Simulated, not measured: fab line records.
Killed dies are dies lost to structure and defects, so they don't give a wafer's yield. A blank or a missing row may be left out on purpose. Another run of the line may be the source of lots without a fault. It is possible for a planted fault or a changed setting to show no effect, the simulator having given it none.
Split-lot study	flow n5_finfet	21 wafers read across 7 lots, on a route 1938 steps long

SPLIT DETAILS
At N5_BEOL_M5_TRENCH_ETCH_37 (etches SiCOH lowk in C4F6/O2, target depth 71.652 nm, time 24.7 s), the setting time_s was moved away from the recipe's 24.7 s on 13 of the 21 wafers read, by -11.7% to +7.3%. All remaining wafers had this setting at the recipe value.

Reading taken at the split's own step.

THE READING
etch.depth_nm (the simulator's own value, which no gauge read), in nm, at N5_BEOL_M5_TRENCH_ETCH_37 (etches SiCOH lowk in C4F6/O2, target depth 71.652 nm, time 24.7 s). There is no usual value for it anywhere in the file. Average 71.06 nm, standard deviation 1.8 nm, over the 8 wafers here run with the recipe.

wafer	tool, chamber at the split	time_s as run, s	against the recipe	etch.depth_nm, nm	against lot-mates on the recipe
L078.3	rie_diel-03, 0	21.82	-11.7%	61.97	-8.01
L078.4	rie_diel-03, 1	21.82	-11.7%	61.56	-8.42
L078.5	rie_diel-03, 0	24.7	recipe	69.98	-
L081.2	rie_diel-06, 1	24.7	recipe	73.26	-
L081.3	rie_diel-06, 2	26.51	+7.3%	74.25	+0.99
L081.4	rie_diel-06, 0	26.51	+7.3%	72.97	-0.29
L083.2	rie_diel-04, 0	24.7	recipe	70.85	-
L083.3	rie_diel-04, 3	21.8	-11.7%	61.47	-9.38
L083.5	rie_diel-04, 2	21.8	-11.7%	63.65	-7.20
L087.3	rie_diel-06, 3	21.91	-11.3%	64.15	-8.61
L087.4	rie_diel-06, 1	24.7	recipe	72.76	-
L087.5	rie_diel-06, 2	21.91	-11.3%	62.49	-10.27
L092.1	rie_diel-03, 3	22.72	-8.0%	68.4	no lot-mate on the recipe
L092.3	rie_diel-03, 1	22.72	-8.0%	64.7	no lot-mate on the recipe
L092.4	rie_diel-03, 0	22.72	-8.0%	64.79	no lot-mate on the recipe
L096.2	rie_diel-06, 0	24.7	recipe	67.84	-
L096.5	rie_diel-06, 2	24.7	recipe	71.88	-
L096.6	rie_diel-06, 1	24.7	recipe	72.77	-
L097.1	rie_diel-03, 1	24.7	recipe	69.18	-
L097.2	rie_diel-03, 3	21.94	-11.2%	65.61	-3.57
L097.6	rie_diel-03, 1	21.94	-11.2%	62.48	-6.70

THE FIT
A straight line over all 21 wafers: etch.depth_nm changes by +0.63 nm for each +1% of time_s; r = +0.93; the points scatter about the line by 1.7 nm.
The same after taking each lot's own level away (the mean of its wafers on the recipe; 18 wafers): +0.55 nm for each +1%; r = +0.89; scatter 2 nm.
The reading moves by 6.5 nm for the largest change in time_s, on that fit.
Across the lots, their own levels run from 69.180 to 73.260 nm, a range of 2.2 times the standard deviation given above.
So the lot-to-lot level changes the slope: the two fits differ.
Check: -7.25 nm against its lot-mates is what the line predicts for one of the wafers moved furthest among these (-11.7%) when that wafer is left out of the fit. Against them it came out at -9.38 nm.

OTHER SPLITS ON THESE WAFERS
Note: prior to the reading, these wafers also went through further splits. Each is held against what the fit with the lots' levels taken away leaves over:
other split on the same wafers	wafers away from the commonest value	r with etch.depth_nm (lot level and that fit taken away)
N5_BEOL_M4_TRENCH_ETCH_37 source_w	8	-0.10
N5_BEOL_M5_COAT_74 spin_rpm	11	-0.18
N5_BEOL_M5_COAT_22 spin_rpm	10	+0.09

THE WHOLE CHAIN: every reading that the file lists as answering this split, in the file's order
step	what it does	reading	change (the file's fit)	r (the file's)
N5_BEOL_M5_TRENCH_ETCH_37	etches SiCOH lowk in C4F6/O2, target depth 71.652 nm, time 24.7 s	BEOL_M5.feature_depth_nm (the simulator's own value, which no gauge read)	+0.623 nm for each +1% of the setting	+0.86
N5_BEOL_M5_TRENCH_ETCH_37	etches SiCOH lowk in C4F6/O2, target depth 71.652 nm, time 24.7 s	etch.depth_nm (the simulator's own value, which no gauge read)	+0.62 nm for each +1% of the setting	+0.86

THE FILE'S OWN FIT
etch.depth_nm changes by +0.62 nm for each +1% of time_s, r = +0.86.
